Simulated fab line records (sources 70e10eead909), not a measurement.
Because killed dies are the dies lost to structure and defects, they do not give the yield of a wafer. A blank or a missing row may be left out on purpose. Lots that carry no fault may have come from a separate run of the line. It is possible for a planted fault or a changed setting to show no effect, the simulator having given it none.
Which of the tools did it? / flow nandHarc / Sampling: 24 lots, 72 wafers, 6 of 1159 route steps

WHAT THE GAUGES SHOWED, per wafer
The record lacks any reading of a measuring or inspecting step that a usual standard deviation could be used to judge.

TOOL THAT RAN EACH LOT (tool first, then ch and the chambers of the sampled wafers, then the start)
lot=L074; NHARC_A_CONTACT_DESCUM_47=rieDiel-06 ch 0,1,3, day 16 10:50; NHARC_A_CONTACT_ETCH_119=harCapEtch-01 ch 0,1, day 16 12:56; NHARC_A_CONTACT_ETCH_122=harCapEtch-01 ch 0,1, day 16 13:13; NHARC_A_CONTACT_ETCH_96=rieDiel-06 ch 0,2,3, day 16 18:02 or earlier; NHARC_A_CONTACT_DEP_57=aclDep-01 ch 0, day 16 18:02; NHARC_A_CONTACT_ETCH_132=harCapEtch-03 ch 0,1, day 16 23:31
lot=L075; NHARC_A_CONTACT_DESCUM_47=rieDiel-13 ch 0,1,2, day 16 20:52; NHARC_A_CONTACT_ETCH_119=harCapEtch-02 ch 0,1, day 16 23:07; NHARC_A_CONTACT_ETCH_122=harCapEtch-02 ch 0,1, day 16 23:23; NHARC_A_CONTACT_ETCH_96=rieDiel-03 ch 0,2, day 17 00:14; NHARC_A_CONTACT_DEP_57=aclDep-02 ch 0, day 17 04:58; NHARC_A_CONTACT_ETCH_132=harCapEtch-01 ch 0, day 17 09:48
lot=L076; NHARC_A_CONTACT_DESCUM_47=rieDiel-06 ch 1,2,3, day 17 04:36; NHARC_A_CONTACT_ETCH_119=harCapEtch-03 ch 0,1, day 17 06:57; NHARC_A_CONTACT_ETCH_122=harCapEtch-03 ch 0,1, day 17 07:13; NHARC_A_CONTACT_ETCH_96=rieDiel-06 ch 1,2,3, day 17 10:46 or earlier; NHARC_A_CONTACT_DEP_57=aclDep-02 ch 0, day 17 10:46; NHARC_A_CONTACT_ETCH_132=harCapEtch-01 ch 0, day 17 15:47
lot=L077; NHARC_A_CONTACT_DESCUM_47=rieDiel-06 ch 0,2,3, day 17 08:27; NHARC_A_CONTACT_ETCH_119=harCapEtch-02 ch 0,1, day 17 10:41; NHARC_A_CONTACT_ETCH_122=harCapEtch-02 ch 0,1, day 17 10:58; NHARC_A_CONTACT_ETCH_96=rieDiel-06 ch 0,1,3, day 17 14:28 or earlier; NHARC_A_CONTACT_DEP_57=aclDep-03 ch 0, day 17 14:28; NHARC_A_CONTACT_ETCH_132=harCapEtch-01 ch 1, day 17 19:17
lot=L081; NHARC_A_CONTACT_DESCUM_47=rieDiel-06 ch 2,3, day 17 16:46; NHARC_A_CONTACT_ETCH_119=harCapEtch-03 ch 0,1, day 17 18:53; NHARC_A_CONTACT_ETCH_122=harCapEtch-03 ch 0,1, day 17 19:10; NHARC_A_CONTACT_ETCH_96=rieDiel-06 ch 0,2,3, day 17 21:44 or earlier; NHARC_A_CONTACT_DEP_57=aclDep-01 ch 0, day 17 21:44; NHARC_A_CONTACT_ETCH_132=harCapEtch-03 ch 0,1, day 18 02:26
lot=L078; NHARC_A_CONTACT_DESCUM_47=rieDiel-06 ch 1,2,3, day 17 20:10; NHARC_A_CONTACT_ETCH_119=harCapEtch-03 ch 0,1, day 17 22:41; NHARC_A_CONTACT_ETCH_122=harCapEtch-03 ch 0,1, day 17 22:58; NHARC_A_CONTACT_ETCH_96=rieDiel-03 ch 1,2,3, day 18 00:50 or earlier; NHARC_A_CONTACT_DEP_57=aclDep-02 ch 0, day 18 00:50; NHARC_A_CONTACT_ETCH_132=harCapEtch-01 ch 0,1, day 18 05:46
lot=L079; NHARC_A_CONTACT_DESCUM_47=rieDiel-06 ch 0,1,2, day 17 22:17; NHARC_A_CONTACT_ETCH_119=harCapEtch-01 ch 0,1, day 18 00:22; NHARC_A_CONTACT_ETCH_122=harCapEtch-01 ch 0,1, day 18 00:38; NHARC_A_CONTACT_ETCH_96=rieDiel-06 ch 0,3, day 18 02:29 or earlier; NHARC_A_CONTACT_DEP_57=aclDep-01 ch 0, day 18 02:29; NHARC_A_CONTACT_ETCH_132=harCapEtch-02 ch 0,1, day 18 07:44
lot=L082; NHARC_A_CONTACT_DESCUM_47=rieDiel-06 ch 0,1,3, day 18 22:32; NHARC_A_CONTACT_ETCH_119=harCapEtch-03 ch 0,1, day 19 00:39; NHARC_A_CONTACT_ETCH_122=harCapEtch-03 ch 0,1, day 19 00:55; NHARC_A_CONTACT_ETCH_96=rieDiel-06 ch 0,1,3, day 19 02:52 or earlier; NHARC_A_CONTACT_DEP_57=aclDep-01 ch 0, day 19 02:52; NHARC_A_CONTACT_ETCH_132=harCapEtch-02 ch 0,1, day 19 07:50
lot=L084; NHARC_A_CONTACT_DESCUM_47=rieDiel-13 ch 1,2,3, day 18 22:39; NHARC_A_CONTACT_ETCH_119=harCapEtch-01 ch 0,1, day 19 00:45; NHARC_A_CONTACT_ETCH_122=harCapEtch-01 ch 0,1, day 19 01:01; NHARC_A_CONTACT_ETCH_96=rieDiel-06 ch 1,2, day 19 02:56 or earlier; NHARC_A_CONTACT_DEP_57=aclDep-03 ch 0, day 19 02:56; NHARC_A_CONTACT_ETCH_132=harCapEtch-03 ch 0,1, day 19 08:08
lot=L080; NHARC_A_CONTACT_DESCUM_47=rieDiel-13 ch 1,2,3, day 19 05:56; NHARC_A_CONTACT_ETCH_119=harCapEtch-01 ch 0,1, day 19 08:03; NHARC_A_CONTACT_ETCH_122=harCapEtch-01 ch 0,1, day 19 08:19; NHARC_A_CONTACT_ETCH_96=rieDiel-06 ch 0,3, day 19 10:19 or earlier; NHARC_A_CONTACT_DEP_57=aclDep-03 ch 0, day 19 10:19; NHARC_A_CONTACT_ETCH_132=harCapEtch-01 ch 0,1, day 19 15:29
lot=L083; NHARC_A_CONTACT_DESCUM_47=rieDiel-06 ch 0,1,3, day 19 11:15; NHARC_A_CONTACT_ETCH_119=harCapEtch-02 ch 0,1, day 19 13:32; NHARC_A_CONTACT_ETCH_122=harCapEtch-02 ch 0,1, day 19 13:49; NHARC_A_CONTACT_ETCH_96=rieDiel-06 ch 1,2,3, day 19 16:43 or earlier; NHARC_A_CONTACT_DEP_57=aclDep-03 ch 0, day 19 16:43; NHARC_A_CONTACT_ETCH_132=harCapEtch-03 ch 0,1, day 19 21:54
lot=L085; NHARC_A_CONTACT_DESCUM_47=rieDiel-06 ch 0,3, day 19 11:24; NHARC_A_CONTACT_ETCH_119=harCapEtch-03 ch 0,1, day 19 14:00; NHARC_A_CONTACT_ETCH_122=harCapEtch-03 ch 0,1, day 19 14:16; NHARC_A_CONTACT_ETCH_96=rieDiel-06 ch 2,3, day 19 16:28 or earlier; NHARC_A_CONTACT_DEP_57=aclDep-02 ch 0, day 19 16:28; NHARC_A_CONTACT_ETCH_132=harCapEtch-02 ch 0,1, day 20 03:10
lot=L091; NHARC_A_CONTACT_DESCUM_47=rieDiel-06 ch 1,2,3, day 20 12:22; NHARC_A_CONTACT_ETCH_119=harCapEtch-02 ch 0,1, day 20 14:36; NHARC_A_CONTACT_ETCH_122=harCapEtch-02 ch 0,1, day 20 14:52; NHARC_A_CONTACT_ETCH_96=rieDiel-03 ch 0,2, day 20 16:53 or earlier; NHARC_A_CONTACT_DEP_57=aclDep-03 ch 0, day 20 16:53; NHARC_A_CONTACT_ETCH_132=harCapEtch-01 ch 0,1, day 20 22:43
lot=L087; NHARC_A_CONTACT_DESCUM_47=rieDiel-06 ch 1,2,3, day 20 14:38; NHARC_A_CONTACT_ETCH_119=harCapEtch-01 ch 0,1, day 20 16:48; NHARC_A_CONTACT_ETCH_122=harCapEtch-01 ch 0,1, day 20 17:04; NHARC_A_CONTACT_ETCH_96=rieDiel-13 ch 0,1,3, day 20 19:12 or earlier; NHARC_A_CONTACT_DEP_57=aclDep-03 ch 0, day 20 19:12; NHARC_A_CONTACT_ETCH_132=harCapEtch-03 ch 0,1, day 20 23:53
lot=L086; NHARC_A_CONTACT_DESCUM_47=rieDiel-03 ch 0,1,2, day 20 16:23; NHARC_A_CONTACT_ETCH_119=harCapEtch-03 ch 0,1, day 20 18:29; NHARC_A_CONTACT_ETCH_122=harCapEtch-03 ch 0,1, day 20 18:45; NHARC_A_CONTACT_ETCH_96=rieDiel-06 ch 0,1,2, day 21 00:10 or earlier; NHARC_A_CONTACT_DEP_57=aclDep-02 ch 0, day 21 00:10; NHARC_A_CONTACT_ETCH_132=harCapEtch-01 ch 0,1, day 21 05:23
lot=L088; NHARC_A_CONTACT_DESCUM_47=rieDiel-06 ch 0,1,2, day 20 19:02; NHARC_A_CONTACT_ETCH_119=harCapEtch-02 ch 0,1, day 20 21:10; NHARC_A_CONTACT_ETCH_122=harCapEtch-02 ch 0,1, day 20 21:26; NHARC_A_CONTACT_ETCH_96=rieDiel-03 ch 0,2,3, day 21 02:17 or earlier; NHARC_A_CONTACT_DEP_57=aclDep-03 ch 0, day 21 02:17; NHARC_A_CONTACT_ETCH_132=harCapEtch-03 ch 0,1, day 21 07:34
lot=L089; NHARC_A_CONTACT_DESCUM_47=rieDiel-06 ch 2,3, day 20 23:09; NHARC_A_CONTACT_ETCH_119=harCapEtch-02 ch 1, day 21 01:15; NHARC_A_CONTACT_ETCH_122=harCapEtch-02 ch 1, day 21 01:31; NHARC_A_CONTACT_ETCH_96=rieDiel-06 ch 0,1,2, day 21 08:40 or earlier; NHARC_A_CONTACT_DEP_57=aclDep-03 ch 0, day 21 08:40; NHARC_A_CONTACT_ETCH_132=harCapEtch-02 ch 0,1, day 21 13:26
lot=L090; NHARC_A_CONTACT_DESCUM_47=rieDiel-03 ch 0,1,2, day 21 10:37; NHARC_A_CONTACT_ETCH_119=harCapEtch-03 ch 0,1, day 21 12:59; NHARC_A_CONTACT_ETCH_122=harCapEtch-03 ch 0,1, day 21 13:21; NHARC_A_CONTACT_ETCH_96=rieDiel-03 ch 0,2,3, day 21 16:41 or earlier; NHARC_A_CONTACT_DEP_57=aclDep-03 ch 0, day 21 16:41; NHARC_A_CONTACT_ETCH_132=harCapEtch-02 ch 0,1, day 21 21:40
lot=L092; NHARC_A_CONTACT_DESCUM_47=rieDiel-13 ch 2,3, day 21 13:56; NHARC_A_CONTACT_ETCH_119=harCapEtch-02 ch 0, day 21 16:03; NHARC_A_CONTACT_ETCH_122=harCapEtch-02 ch 0, day 21 16:19; NHARC_A_CONTACT_ETCH_96=rieDiel-03 ch 2,3, day 21 18:42 or earlier; NHARC_A_CONTACT_DEP_57=aclDep-03 ch 0, day 21 18:42; NHARC_A_CONTACT_ETCH_132=harCapEtch-02 ch 0,1, day 22 00:18
lot=L094; NHARC_A_CONTACT_DESCUM_47=rieDiel-13 ch 1,2,3, day 21 20:56; NHARC_A_CONTACT_ETCH_119=harCapEtch-03 ch 0,1, day 21 23:27; NHARC_A_CONTACT_ETCH_122=harCapEtch-03 ch 0,1, day 21 23:49; NHARC_A_CONTACT_ETCH_96=rieDiel-06 ch 0,3, day 22 00:50; NHARC_A_CONTACT_DEP_57=aclDep-03 ch 0, day 22 02:03; NHARC_A_CONTACT_ETCH_132=harCapEtch-03 ch 0,1, day 22 07:25
lot=L096; NHARC_A_CONTACT_DESCUM_47=rieDiel-03 ch 0,2,3, day 21 21:39; NHARC_A_CONTACT_ETCH_119=harCapEtch-01 ch 0,1, day 21 23:46; NHARC_A_CONTACT_ETCH_122=harCapEtch-01 ch 0,1, day 22 00:02; NHARC_A_CONTACT_ETCH_96=rieDiel-13 ch 1,2,3, day 22 02:13 or earlier; NHARC_A_CONTACT_DEP_57=aclDep-02 ch 0, day 22 02:13; NHARC_A_CONTACT_ETCH_132=harCapEtch-01 ch 0,1, day 22 07:26
lot=L093; NHARC_A_CONTACT_DESCUM_47=rieDiel-03 ch 1,2,3, day 22 02:34; NHARC_A_CONTACT_ETCH_119=harCapEtch-01 ch 0,1, day 22 04:40; NHARC_A_CONTACT_ETCH_122=harCapEtch-01 ch 0,1, day 22 04:56; NHARC_A_CONTACT_ETCH_96=rieDiel-13 ch 0,1, day 22 07:12 or earlier; NHARC_A_CONTACT_DEP_57=aclDep-02 ch 0, day 22 07:12; NHARC_A_CONTACT_ETCH_132=harCapEtch-02 ch 0,1, day 22 11:55
lot=L095; NHARC_A_CONTACT_DESCUM_47=rieDiel-13 ch 1,3, day 22 11:47; NHARC_A_CONTACT_ETCH_119=harCapEtch-01 ch 0,1, day 22 13:53; NHARC_A_CONTACT_ETCH_122=harCapEtch-01 ch 0,1, day 22 14:10; NHARC_A_CONTACT_ETCH_96=rieDiel-13 ch 0,3, day 22 16:04 or earlier; NHARC_A_CONTACT_DEP_57=aclDep-01 ch 0, day 22 16:04; NHARC_A_CONTACT_ETCH_132=harCapEtch-01 ch 0,1, day 22 21:08
lot=L097; NHARC_A_CONTACT_DESCUM_47=rieDiel-03 ch 0,2, day 22 12:40; NHARC_A_CONTACT_ETCH_119=harCapEtch-03 ch 0,1, day 22 15:08; NHARC_A_CONTACT_ETCH_122=harCapEtch-03 ch 0,1, day 22 15:30; NHARC_A_CONTACT_ETCH_96=rieDiel-13 ch 1,3, day 22 17:50 or earlier; NHARC_A_CONTACT_DEP_57=aclDep-03 ch 0, day 22 17:50; NHARC_A_CONTACT_ETCH_132=harCapEtch-03 ch 0,1, day 22 22:31
- NHARC_A_CONTACT_DESCUM_47: chemistry O2, time 3 s.
- NHARC_A_CONTACT_ETCH_119: etches the open film in C4F8/O2/Ar, time 94 s, target depth 922 nm.
- NHARC_A_CONTACT_ETCH_122: etches the open film in C4F8/O2/Ar, time 95 s, target depth 930 nm.
- NHARC_A_CONTACT_ETCH_96: etches the open film in C4F6/O2, target depth 20 nm, time 10 s.
- NHARC_A_CONTACT_DEP_57: deposits aC, target thk 2800 nm.
- NHARC_A_CONTACT_ETCH_132: etches the open film in C4F8/O2/Ar, time 156 s, target depth 958 nm.

WHAT THE TOOLS THEMSELVES READ (means of the sampled wafers that have a number; where no wafer has one, the mark that the record gives instead)
NHARC_A_CONTACT_DESCUM_47.
lot=L074; tool=rieDiel-06; drypumpMotorCurrentA (A)=5.8; oesProductAu (a.u.)=0.991; rfVppV (V)=57.8; showerheadPlenumPTorr (Torr)=1.84; throttleValvePct (%)=11.312
lot=L075; tool=rieDiel-13; drypumpMotorCurrentA (A)=5.6; oesProductAu (a.u.)=0.991; rfVppV (V)=57.2; showerheadPlenumPTorr (Torr)=1.92; throttleValvePct (%)=11.315
lot=L076; tool=rieDiel-06; drypumpMotorCurrentA (A)=5.8; oesProductAu (a.u.)=1.006; rfVppV (V)=57.5; showerheadPlenumPTorr (Torr)=1.90; throttleValvePct (%)=11.322
lot=L077; tool=rieDiel-06; drypumpMotorCurrentA (A)=5.7; oesProductAu (a.u.)=1.006; rfVppV (V)=57.2; showerheadPlenumPTorr (Torr)=1.87; throttleValvePct (%)=11.308
lot=L081; tool=rieDiel-06; drypumpMotorCurrentA (A)=5.8; oesProductAu (a.u.)=1.012; rfVppV (V)=58.7; showerheadPlenumPTorr (Torr)=1.93; throttleValvePct (%)=11.317
lot=L078; tool=rieDiel-06; drypumpMotorCurrentA (A)=5.8; oesProductAu (a.u.)=1.004; rfVppV (V)=57.7; showerheadPlenumPTorr (Torr)=1.90; throttleValvePct (%)=11.309
lot=L079; tool=rieDiel-06; drypumpMotorCurrentA (A)=5.6; oesProductAu (a.u.)=1.002; rfVppV (V)=57.6; showerheadPlenumPTorr (Torr)=1.91; throttleValvePct (%)=11.300
lot=L082; tool=rieDiel-06; drypumpMotorCurrentA (A)=5.8; oesProductAu (a.u.)=0.990; rfVppV (V)=57.8; showerheadPlenumPTorr (Torr)=1.94; throttleValvePct (%)=11.312
lot=L084; tool=rieDiel-13; drypumpMotorCurrentA (A)=5.7; oesProductAu (a.u.)=0.998; rfVppV (V)=57.5; showerheadPlenumPTorr (Torr)=1.87; throttleValvePct (%)=11.307
lot=L080; tool=rieDiel-13; drypumpMotorCurrentA (A)=5.7; oesProductAu (a.u.)=1.002; rfVppV (V)=57.5; showerheadPlenumPTorr (Torr)=1.87; throttleValvePct (%)=11.313
lot=L083; tool=rieDiel-06; drypumpMotorCurrentA (A)=5.7; oesProductAu (a.u.)=0.996; rfVppV (V)=59.1; showerheadPlenumPTorr (Torr)=1.94; throttleValvePct (%)=11.305
lot=L085; tool=rieDiel-06; drypumpMotorCurrentA (A)=5.8; oesProductAu (a.u.)=0.982; rfVppV (V)=57.4; showerheadPlenumPTorr (Torr)=1.99; throttleValvePct (%)=11.309
lot=L091; tool=rieDiel-06; drypumpMotorCurrentA (A)=5.8; oesProductAu (a.u.)=0.996; rfVppV (V)=58.3; showerheadPlenumPTorr (Torr)=1.99; throttleValvePct (%)=11.317
lot=L087; tool=rieDiel-06; drypumpMotorCurrentA (A)=5.8; oesProductAu (a.u.)=1.000; rfVppV (V)=58.7; showerheadPlenumPTorr (Torr)=1.99; throttleValvePct (%)=11.313
lot=L086; tool=rieDiel-03; drypumpMotorCurrentA (A)=6.1; oesProductAu (a.u.)=0.996; rfVppV (V)=58.6; showerheadPlenumPTorr (Torr)=1.91; throttleValvePct (%)=11.308
lot=L088; tool=rieDiel-06; drypumpMotorCurrentA (A)=5.6; oesProductAu (a.u.)=0.995; rfVppV (V)=57.7; showerheadPlenumPTorr (Torr)=1.91; throttleValvePct (%)=11.310
lot=L089; tool=rieDiel-06; drypumpMotorCurrentA (A)=5.7; oesProductAu (a.u.)=1.002; rfVppV (V)=58.2; showerheadPlenumPTorr (Torr)=2.02; throttleValvePct (%)=11.310
lot=L090; tool=rieDiel-03; drypumpMotorCurrentA (A)=6.1; oesProductAu (a.u.)=1.004; rfVppV (V)=57.2; showerheadPlenumPTorr (Torr)=1.90; throttleValvePct (%)=11.301
lot=L092; tool=rieDiel-13; drypumpMotorCurrentA (A)=5.7; oesProductAu (a.u.)=1.002; rfVppV (V)=58.8; showerheadPlenumPTorr (Torr)=2.06; throttleValvePct (%)=11.327
lot=L094; tool=rieDiel-13; drypumpMotorCurrentA (A)=5.7; oesProductAu (a.u.)=1.001; rfVppV (V)=58.2; showerheadPlenumPTorr (Torr)=1.97; throttleValvePct (%)=11.315
lot=L096; tool=rieDiel-03; drypumpMotorCurrentA (A)=6.1; oesProductAu (a.u.)=0.992; rfVppV (V)=58.3; showerheadPlenumPTorr (Torr)=1.95; throttleValvePct (%)=11.309
lot=L093; tool=rieDiel-03; drypumpMotorCurrentA (A)=6.1; oesProductAu (a.u.)=0.999; rfVppV (V)=57.3; showerheadPlenumPTorr (Torr)=1.95; throttleValvePct (%)=11.307
lot=L095; tool=rieDiel-13; drypumpMotorCurrentA (A)=5.9; oesProductAu (a.u.)=1.020; rfVppV (V)=57.1; showerheadPlenumPTorr (Torr)=1.89; throttleValvePct (%)=11.303
lot=L097; tool=rieDiel-03; drypumpMotorCurrentA (A)=6.0; oesProductAu (a.u.)=0.999; rfVppV (V)=57.9; showerheadPlenumPTorr (Torr)=1.98; throttleValvePct (%)=11.311

NHARC_A_CONTACT_ETCH_96.
lot=L074; tool=rieDiel-06; c4f6FlowSccm (sccm)=25.05; drypumpMotorCurrentA (A)=5.7; oesProductAu (a.u.)=0.943; rfVppV (V)=544; showerheadPlenumPTorr (Torr)=3.84; throttleValvePct (%)=26.893
lot=L075; tool=rieDiel-03; c4f6FlowSccm (sccm)=24.97; drypumpMotorCurrentA (A)=6.0; oesProductAu (a.u.)=0.955; rfVppV (V)=542; showerheadPlenumPTorr (Torr)=3.70; throttleValvePct (%)=26.899
lot=L076; tool=rieDiel-06; c4f6FlowSccm (sccm)=24.99; drypumpMotorCurrentA (A)=5.8; oesProductAu (a.u.)=0.964; rfVppV (V)=546; showerheadPlenumPTorr (Torr)=3.89; throttleValvePct (%)=26.903
lot=L077; tool=rieDiel-06; c4f6FlowSccm (sccm)=25.03; drypumpMotorCurrentA (A)=5.8; oesProductAu (a.u.)=0.946; rfVppV (V)=544; showerheadPlenumPTorr (Torr)=3.77; throttleValvePct (%)=26.911
lot=L081; tool=rieDiel-06; c4f6FlowSccm (sccm)=24.94; drypumpMotorCurrentA (A)=5.7; oesProductAu (a.u.)=0.958; rfVppV (V)=545; showerheadPlenumPTorr (Torr)=3.84; throttleValvePct (%)=26.908
lot=L078; tool=rieDiel-03; c4f6FlowSccm (sccm)=24.99; drypumpMotorCurrentA (A)=6.2; oesProductAu (a.u.)=0.990; rfVppV (V)=549; showerheadPlenumPTorr (Torr)=4.02; throttleValvePct (%)=26.906
lot=L079; tool=rieDiel-06; c4f6FlowSccm (sccm)=25.00; drypumpMotorCurrentA (A)=5.9; oesProductAu (a.u.)=0.934; rfVppV (V)=543; showerheadPlenumPTorr (Torr)=3.69; throttleValvePct (%)=26.901
lot=L082; tool=rieDiel-06; c4f6FlowSccm (sccm)=25.03; drypumpMotorCurrentA (A)=5.8; oesProductAu (a.u.)=0.945; rfVppV (V)=548; showerheadPlenumPTorr (Torr)=3.96; throttleValvePct (%)=26.904
lot=L084; tool=rieDiel-06; c4f6FlowSccm (sccm)=24.94; drypumpMotorCurrentA (A)=5.8; oesProductAu (a.u.)=0.999; rfVppV (V)=548; showerheadPlenumPTorr (Torr)=3.97; throttleValvePct (%)=26.902
lot=L080; tool=rieDiel-06; c4f6FlowSccm (sccm)=25.06; drypumpMotorCurrentA (A)=5.9; oesProductAu (a.u.)=0.991; rfVppV (V)=551; showerheadPlenumPTorr (Torr)=4.07; throttleValvePct (%)=26.905
lot=L083; tool=rieDiel-06; c4f6FlowSccm (sccm)=25.00; drypumpMotorCurrentA (A)=5.9; oesProductAu (a.u.)=0.969; rfVppV (V)=550; showerheadPlenumPTorr (Torr)=4.08; throttleValvePct (%)=26.899
lot=L085; tool=rieDiel-06; c4f6FlowSccm (sccm)=24.94; drypumpMotorCurrentA (A)=5.8; oesProductAu (a.u.)=0.969; rfVppV (V)=552; showerheadPlenumPTorr (Torr)=4.14; throttleValvePct (%)=26.906
lot=L091; tool=rieDiel-03; c4f6FlowSccm (sccm)=24.97; drypumpMotorCurrentA (A)=6.0; oesProductAu (a.u.)=1.002; rfVppV (V)=546; showerheadPlenumPTorr (Torr)=3.91; throttleValvePct (%)=26.904
lot=L087; tool=rieDiel-13; c4f6FlowSccm (sccm)=25.04; drypumpMotorCurrentA (A)=6.0; oesProductAu (a.u.)=0.996; rfVppV (V)=547; showerheadPlenumPTorr (Torr)=3.94; throttleValvePct (%)=26.899
lot=L086; tool=rieDiel-06; c4f6FlowSccm (sccm)=25.04; drypumpMotorCurrentA (A)=5.6; oesProductAu (a.u.)=1.003; rfVppV (V)=546; showerheadPlenumPTorr (Torr)=3.91; throttleValvePct (%)=26.907
lot=L088; tool=rieDiel-03; c4f6FlowSccm (sccm)=25.02; drypumpMotorCurrentA (A)=6.1; oesProductAu (a.u.)=0.990; rfVppV (V)=548; showerheadPlenumPTorr (Torr)=4.00; throttleValvePct (%)=26.899
lot=L089; tool=rieDiel-06; c4f6FlowSccm (sccm)=25.01; drypumpMotorCurrentA (A)=5.6; oesProductAu (a.u.)=0.943; rfVppV (V)=548; showerheadPlenumPTorr (Torr)=3.91; throttleValvePct (%)=26.896
lot=L090; tool=rieDiel-03; c4f6FlowSccm (sccm)=25.04; drypumpMotorCurrentA (A)=6.1; oesProductAu (a.u.)=0.957; rfVppV (V)=549; showerheadPlenumPTorr (Torr)=3.99; throttleValvePct (%)=26.898
lot=L092; tool=rieDiel-03; c4f6FlowSccm (sccm)=24.98; drypumpMotorCurrentA (A)=6.0; oesProductAu (a.u.)=0.942; rfVppV (V)=551; showerheadPlenumPTorr (Torr)=4.08; throttleValvePct (%)=26.905
lot=L094; tool=rieDiel-06; c4f6FlowSccm (sccm)=25.04; drypumpMotorCurrentA (A)=5.9; oesProductAu (a.u.)=0.985; rfVppV (V)=550; showerheadPlenumPTorr (Torr)=4.06; throttleValvePct (%)=26.904
lot=L096; tool=rieDiel-13; c4f6FlowSccm (sccm)=24.97; drypumpMotorCurrentA (A)=5.7; oesProductAu (a.u.)=1.001; rfVppV (V)=548; showerheadPlenumPTorr (Torr)=4.02; throttleValvePct (%)=26.912
lot=L093; tool=rieDiel-13; c4f6FlowSccm (sccm)=25.01; drypumpMotorCurrentA (A)=5.8; oesProductAu (a.u.)=0.998; rfVppV (V)=544; showerheadPlenumPTorr (Torr)=3.76; throttleValvePct (%)=26.895
lot=L095; tool=rieDiel-13; c4f6FlowSccm (sccm)=24.98; drypumpMotorCurrentA (A)=6.0; oesProductAu (a.u.)=0.955; rfVppV (V)=551; showerheadPlenumPTorr (Torr)=4.09; throttleValvePct (%)=26.900
lot=L097; tool=rieDiel-13; c4f6FlowSccm (sccm)=25.05; drypumpMotorCurrentA (A)=6.0; oesProductAu (a.u.)=1.009; rfVppV (V)=550; showerheadPlenumPTorr (Torr)=4.04; throttleValvePct (%)=26.901

NHARC_A_CONTACT_DEP_57.
lot=L074; tool=aclDep-01; throttleValvePct (%)=35.003
lot=L075; tool=aclDep-02; throttleValvePct (%)=35.010
lot=L076; tool=aclDep-02; throttleValvePct (%)=35.003
lot=L077; tool=aclDep-03; throttleValvePct (%)=35.006
lot=L081; tool=aclDep-01; throttleValvePct (%)=35.000
lot=L078; tool=aclDep-02; throttleValvePct (%)=35.003
lot=L079; tool=aclDep-01; throttleValvePct (%)=34.991
lot=L082; tool=aclDep-01; throttleValvePct (%)=34.995
lot=L084; tool=aclDep-03; throttleValvePct (%)=34.997
lot=L080; tool=aclDep-03; throttleValvePct (%)=34.998
lot=L083; tool=aclDep-03; throttleValvePct (%)=34.991
lot=L085; tool=aclDep-02; throttleValvePct (%)=34.998
lot=L091; tool=aclDep-03; throttleValvePct (%)=34.997
lot=L087; tool=aclDep-03; throttleValvePct (%)=35.006
lot=L086; tool=aclDep-02; throttleValvePct (%)=34.999
lot=L088; tool=aclDep-03; throttleValvePct (%)=34.997
lot=L089; tool=aclDep-03; throttleValvePct (%)=34.991
lot=L090; tool=aclDep-03; throttleValvePct (%)=35.005
lot=L092; tool=aclDep-03; throttleValvePct (%)=34.995
lot=L094; tool=aclDep-03; throttleValvePct (%)=35.003
lot=L096; tool=aclDep-02; throttleValvePct (%)=35.006
lot=L093; tool=aclDep-02; throttleValvePct (%)=35.003
lot=L095; tool=aclDep-01; throttleValvePct (%)=34.990
lot=L097; tool=aclDep-03; throttleValvePct (%)=35.006

THE ANSWER, worked out from the rows above alone
Rule: the lots themselves supply what counts as usual. The widest of any qualifying gaps counts: lots, ordered by their means at a reading, are off when they make up no more than a third of the lots, leave a main group of 4 or more, and stand apart from it by 3 or more times the standard deviation of that group's means. If all means in a main group match to the digits the tables above print for the reading, that group is not used. A lot without any number at a reading at which 4 lots or more have one is off too. Any other lot the step has rows for is counted as sound. The gauges are gone through in route order, then the tools' own readings, and for those a lot's mean is taken as printed above. The first step at which some lot is off is used, and at that step the reading that is off furthest; a lot without a number counts as furthest.
None of the lots is off at any reading shown; this tells nothing.

WHAT THE SIMULATOR PUT IN
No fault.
